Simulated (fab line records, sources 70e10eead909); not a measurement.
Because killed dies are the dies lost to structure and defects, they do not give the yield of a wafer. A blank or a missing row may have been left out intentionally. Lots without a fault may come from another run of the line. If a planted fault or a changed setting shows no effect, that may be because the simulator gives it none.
Chamber matching -- flow nand-harc -- 4 sister chambers for NHARC_A_WL_FILL_ETCHBACK_26 on rie-si-05
The step etches the open film in HBr, target depth 52 nm, time 13.3 s. 18 wafers are shown with their chamber, then 9 later ones without.

WAFERS PAIRED WITH THEIR CHAMBERS
wafer,chamber,oes-product-au (a.u.),chamber-pressure-mTorr (mTorr),throttle-valve-pct (%)
L075.2,1,0.998,14.962,23.276
L075.3,2,0.999,14.994,23.266
L075.4,3,1.006,15.007,23.268
L079.2,1,1.018,15.016,23.267
L079.3,3,1.003,14.993,23.274
L079.5,2,1.004,15.002,23.277
L082.1,1,1.000,14.966,23.274
L082.4,0,0.998,15.001,23.273
L082.6,2,1.000,15.008,23.260
L083.2,3,0.999,15.019,23.265
L083.3,0,0.991,15.015,23.265
L083.6,0,0.996,14.981,23.258
L084.1,0,0.998,15.001,23.269
L084.4,3,1.006,15.011,23.257
L084.5,2,1.006,14.979,23.264
L087.2,1,0.996,14.994,23.258
L087.3,3,1.006,14.996,23.273
L087.4,2,1.015,15.000,23.269

SIGNATURES (averages over the wafers above)
reading,chamber 0,chamber 1,chamber 2,chamber 3,scatter within a chamber
oes-product-au,0.99575,1.00300,1.00480,1.00400,0.00622
chamber-pressure-mTorr,14.99950,14.98450,14.99660,15.00520,0.0157
throttle-valve-pct,23.26625,23.26875,23.26720,23.26740,0.00694
Rule: a wafer's distance from a chamber is the root of the sum, over the readings, of the square of ((its reading less the chamber's mean) divided by the reading's scatter). If the next closest chamber is less than 2 further off than the closest, the wafer can't be placed; otherwise it belongs to the closest. The scatter is the square root of a quotient: the sum, over the shown wafers, of each reading's squared deviation from its chamber's mean, divided by wafers minus chambers.

WAFERS WHOSE CHAMBER IS MISSING
wafer,oes-product-au (a.u.),chamber-pressure-mTorr (mTorr),throttle-valve-pct (%)
L089.1,1.009,14.989,23.280
L089.3,0.998,14.995,23.253
L089.4,1.010,14.999,23.272
L090.4,0.999,15.031,23.258
L090.5,0.999,15.005,23.254
L090.6,1.004,14.985,23.269
L095.1,0.989,15.015,23.267
L095.4,0.997,15.017,23.256
L095.5,0.994,15.002,23.257

CHAMBER TAKEN BY EACH
wafer,from the rows above,in truth
L089.1,can't be placed: 1 or 2 or 3 or 0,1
L089.3,can't be placed: 0 or 2 or 3 or 1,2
L089.4,can't be placed: 2 or 3 or 1 or 0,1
L090.4,can't be placed: 3 or 0 or 2 or 1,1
L090.5,can't be placed: 0 or 3 or 2 or 1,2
L090.6,can't be placed: 1 or 2 or 3 or 0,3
L095.1,can't be placed: 0 or 3 or 2 or 1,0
L095.4,can't be placed: 0 or 3 or 2 or 1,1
L095.5,can't be placed: 0 or 3 or 2 or 1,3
0 of 9 placed correctly. Can't be placed from these rows: 9 (the true chamber is among the candidates in 9). Wrongly placed: 0.
